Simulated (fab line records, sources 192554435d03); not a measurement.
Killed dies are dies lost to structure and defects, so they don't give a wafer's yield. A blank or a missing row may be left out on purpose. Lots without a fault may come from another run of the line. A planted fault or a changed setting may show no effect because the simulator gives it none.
One fault seen from 2 desks | flow n5_finfet | each desk has only its own numbers; what lay behind them comes last

THE TOOL OWNER'S DESK: rie_diel-03
The tool's own readings at N5_BEOL_M6_TRENCH_ETCH_37 (etches SiCOH lowk in C4F6/O2, target depth 94.435 nm, time 31.5 s): means of the sampled wafers that have a number, for each lot that ran on this tool. A lot is out of limits, marked OUT, if its mean lies more than 4 standard deviations from the usual mean; the brackets give that distance.
Columns: A = drypump_motor_current_A at N5_BEOL_M6_TRENCH_ETCH_37, usual 5.9 A; B = oes_product_au at N5_BEOL_M6_TRENCH_ETCH_37, usual 0.81 a.u.; C = rf_vpp_V at N5_BEOL_M6_TRENCH_ETCH_37, usual 663 V; D = showerhead_plenum_p_Torr at N5_BEOL_M6_TRENCH_ETCH_37, usual 2.84 Torr; E = throttle_valve_pct at N5_BEOL_M6_TRENCH_ETCH_37, usual 20.77 %
lot  | first seen here | A   | B    | C   | D    | E
L438 | day 8 22:23     | 6.2 | 0.70 | 665 | 2.82 | 20.97
L441 | day 9 17:01     | 6.2 | 0.71 | 670 | 2.78 | 20.83
L442 | day 9 22:05     | 6.4 | 0.80 | 671 | 2.73 | 20.67
L447 | day 11 05:34    | 6.3 | 0.94 | 662 | 2.80 | 20.75
L446 | day 11 08:39    | 6.1 | 0.88 | 660 | 2.85 | 20.92
L452 | day 12 10:52    | 6.2 | 0.76 | 669 | 2.80 | 20.71
L454 | day 13 02:58    | 6.2 | 0.75 | 668 | 2.79 | 20.72
This desk's finding: nothing out of limits on any of the 7 lots.

THE METROLOGY DESK
What the gauges read, lot by lot, whatever tool the lot ran on: means of the sampled wafers that have a number. A lot is out of limits, marked OUT, if its mean lies more than 4 standard deviations from the usual mean; the brackets give that distance.
Columns: A = cd_nm at N5_PASSIVATION_CD_MEAS_44, usual 40000 nm
lot  | first seen here | A
L435 | day 11 21:11    | 40006
L437 | day 12 02:41    | 39994
L438 | day 12 03:21    | 39999
L439 | day 12 14:35    | 39999
L441 | day 12 21:56    | 40000
L440 | day 13 01:41    | 39997
L443 | day 13 06:38    | 40005
L442 | day 13 07:15    | 40001
L446 | day 14 15:59    | 39999
L447 | day 14 18:15    | 40002
L452 | day 15 17:09    | 39994
L454 | day 16 06:54    | 40000
L457 | day 18 10:44    | 40000
This desk's finding: nothing out of limits on any of the 13 lots.

PUT TOGETHER
The tool owner's desk saw nothing out of limits.
The metrology desk saw nothing out of limits.

WHAT THE SIMULATOR HAD PUT IN
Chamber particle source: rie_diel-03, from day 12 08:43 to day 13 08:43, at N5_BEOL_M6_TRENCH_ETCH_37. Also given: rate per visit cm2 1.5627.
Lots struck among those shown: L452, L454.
